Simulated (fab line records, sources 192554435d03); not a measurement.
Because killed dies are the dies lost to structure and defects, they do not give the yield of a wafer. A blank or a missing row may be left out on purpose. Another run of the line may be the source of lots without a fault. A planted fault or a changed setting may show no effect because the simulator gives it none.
Matching of chambers || flow n5Finfet || N5_BEOL_M9_ILD_DEP_00 on pecvd-04: 3 sister chambers
The step deposits SiCOH lowk from DEMS/porogen, target thk 308.51 nm, time 58 s. 3 wafers are shown with their chamber, then 12 later ones without.

## WAFERS, EACH WITH ITS CHAMBER
{"wafer": "L088.5", "chamber": 0, "throttleValvePct (%)": 14.1}
{"wafer": "L090.2", "chamber": 1, "throttleValvePct (%)": 13.4}
{"wafer": "L090.5", "chamber": 2, "throttleValvePct (%)": 13.5}

## WAFERS WITHOUT THEIR CHAMBER
{"wafer": "L091.1", "throttleValvePct (%)": 13.2}
{"wafer": "L091.4", "throttleValvePct (%)": 14.0}
{"wafer": "L091.5", "throttleValvePct (%)": 13.2}
{"wafer": "L096.1", "throttleValvePct (%)": 14.1}
{"wafer": "L096.2", "throttleValvePct (%)": 13.1}
{"wafer": "L096.4", "throttleValvePct (%)": 14.2}
{"wafer": "L095.2", "throttleValvePct (%)": 13.6}
{"wafer": "L095.4", "throttleValvePct (%)": 14.2}
{"wafer": "L095.6", "throttleValvePct (%)": 13.3}
{"wafer": "L097.2", "throttleValvePct (%)": 13.2}
{"wafer": "L097.4", "throttleValvePct (%)": 13.4}
{"wafer": "L097.5", "throttleValvePct (%)": 13.6}

## WHICH CHAMBER EACH WENT THROUGH
{"wafer": "L091.1", "from the rows above": "can't be placed: 1 or 2", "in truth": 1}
{"wafer": "L091.4", "from the rows above": 0, "in truth": 0}
{"wafer": "L091.5", "from the rows above": "can't be placed: 1 or 2", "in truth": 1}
{"wafer": "L096.1", "from the rows above": 0, "in truth": 0}
{"wafer": "L096.2", "from the rows above": "can't be placed: 1 or 2", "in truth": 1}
{"wafer": "L096.4", "from the rows above": 0, "in truth": 0}
{"wafer": "L095.2", "from the rows above": "can't be placed: 2 or 1", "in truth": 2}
{"wafer": "L095.4", "from the rows above": 0, "in truth": 0}
{"wafer": "L095.6", "from the rows above": "can't be placed: 1 or 2", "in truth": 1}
{"wafer": "L097.2", "from the rows above": "can't be placed: 1 or 2", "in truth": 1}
{"wafer": "L097.4", "from the rows above": "can't be placed: 1 or 2", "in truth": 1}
{"wafer": "L097.5", "from the rows above": "can't be placed: 2 or 1", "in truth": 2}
Correct placement for 4 of the 12. Unplaceable from these rows: 8, with the true chamber sitting among the candidates in 8. Placed wrongly: 0.
How it was worked out, from the rows above alone: a wafer's distance from a chamber is the root of the sum, over the readings, of the square of ((its reading less the chamber's mean) divided by the reading's scatter). If the next closest chamber is less than 2 further off than the closest, the wafer can't be placed; otherwise it belongs to the closest. For every chamber, the mean is computed from those of its wafers that are shown. The scatter (one wafer shown for each chamber): square how far every hidden wafer sits from the nearest shown wafer, average those squares and take the square root.
